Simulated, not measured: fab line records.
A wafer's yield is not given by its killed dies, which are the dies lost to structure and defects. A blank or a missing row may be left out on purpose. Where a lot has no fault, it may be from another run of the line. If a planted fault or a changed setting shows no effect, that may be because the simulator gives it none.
Matching of chambers | flow nandHarc | 4 sister chambers for NHARC_P_M0_ETCH_34 on rieDiel-01
The step etches the open film in N2/H2, target depth 40 nm, overetch 12 nm, time 43.94 s. 24 wafers are shown with their chamber, then 12 later ones without.

WAFERS, EACH WITH ITS CHAMBER
wafer  | chamber | drypumpMotorCurrentA (A) | showerheadPlenumPTorr (Torr) | rfVppV (V)
L075.1 | 3       | 6.0                      | 1.98                         | 429.3
L075.2 | 2       | 5.6                      | 2.05                         | 431.1
L075.4 | 0       | 5.9                      | 1.99                         | 428.0
L076.1 | 0       | 5.9                      | 1.99                         | 429.7
L076.3 | 2       | 5.6                      | 2.06                         | 429.6
L076.5 | 3       | 6.0                      | 1.98                         | 428.4
L081.2 | 2       | 5.6                      | 2.05                         | 431.7
L081.3 | 1       | 5.3                      | 2.19                         | 435.1
L081.5 | 1       | 5.3                      | 2.19                         | 434.8
L083.2 | 1       | 5.3                      | 2.18                         | 434.0
L083.4 | 3       | 6.0                      | 1.98                         | 428.7
L083.6 | 2       | 5.6                      | 2.05                         | 431.5
L084.2 | 1       | 5.3                      | 2.19                         | 434.4
L084.4 | 0       | 5.9                      | 1.99                         | 429.6
L084.6 | 3       | 6.0                      | 1.98                         | 428.2
L082.1 | 0       | 5.9                      | 1.99                         | 430.2
L082.4 | 2       | 5.6                      | 2.05                         | 430.9
L082.5 | 0       | 5.9                      | 1.98                         | 429.9
L087.1 | 0       | 5.9                      | 1.98                         | 428.1
L087.2 | 2       | 5.6                      | 2.05                         | 431.0
L087.4 | 3       | 6.0                      | 1.98                         | 428.7
L086.2 | 3       | 6.0                      | 1.98                         | 428.0
L086.4 | 1       | 5.3                      | 2.18                         | 434.7
L086.6 | 0       | 5.8                      | 1.98                         | 429.4

SIGNATURES, as means of the wafers listed above
reading               | chamber 0 | chamber 1 | chamber 2 | chamber 3 | scatter within a chamber
drypumpMotorCurrentA  | 5.886     | 5.300     | 5.600     | 6.000     | 0.0207
showerheadPlenumPTorr | 1.9857    | 2.1860    | 2.0517    | 1.9800    | 0.00433
rfVppV                | 429.271   | 434.600   | 430.967   | 428.550   | 0.672
Rule: for a wafer and a chamber, the distance is found by dividing, reading by reading, the gap between the wafer's reading and the chamber's mean by the reading's scatter, squaring, summing and taking the root. The wafer belongs to the nearest chamber; if the next one is less than 2 further off, it can't be placed. The scatter: the root of (the sum of the squares of (reading less its chamber's mean) over the shown wafers, divided by (wafers less chambers)).

WAFERS WITHOUT THEIR CHAMBER
wafer  | drypumpMotorCurrentA (A) | showerheadPlenumPTorr (Torr) | rfVppV (V)
L088.1 | 5.9                      | 1.98                         | 430.2
L088.5 | 5.3                      | 2.18                         | 434.0
L088.6 | 5.9                      | 1.98                         | 429.3
L090.3 | 6.0                      | 1.98                         | 429.4
L090.4 | 5.3                      | 2.18                         | 434.7
L090.6 | 5.8                      | 1.98                         | 428.5
L093.2 | 5.9                      | 1.98                         | 430.0
L093.3 | 5.3                      | 2.18                         | 435.0
L093.5 | 5.3                      | 2.18                         | 433.2
L096.3 | 5.8                      | 1.98                         | 430.7
L096.5 | 6.0                      | 1.98                         | 428.0
L096.6 | 5.6                      | 2.05                         | 430.7

CHAMBER TAKEN BY EACH
wafer  | from the rows above | in truth
L088.1 | 0                   | 0
L088.5 | 1                   | 1
L088.6 | 0                   | 0
L090.3 | 3                   | 3
L090.4 | 1                   | 1
L090.6 | 0                   | 0
L093.2 | 0                   | 0
L093.3 | 1                   | 1
L093.5 | 1                   | 1
L096.3 | 0                   | 0
L096.5 | 3                   | 3
L096.6 | 2                   | 2
Correct placement for 12 of the 12. From these rows, 0 cannot be placed. Wrongly placed: 0.
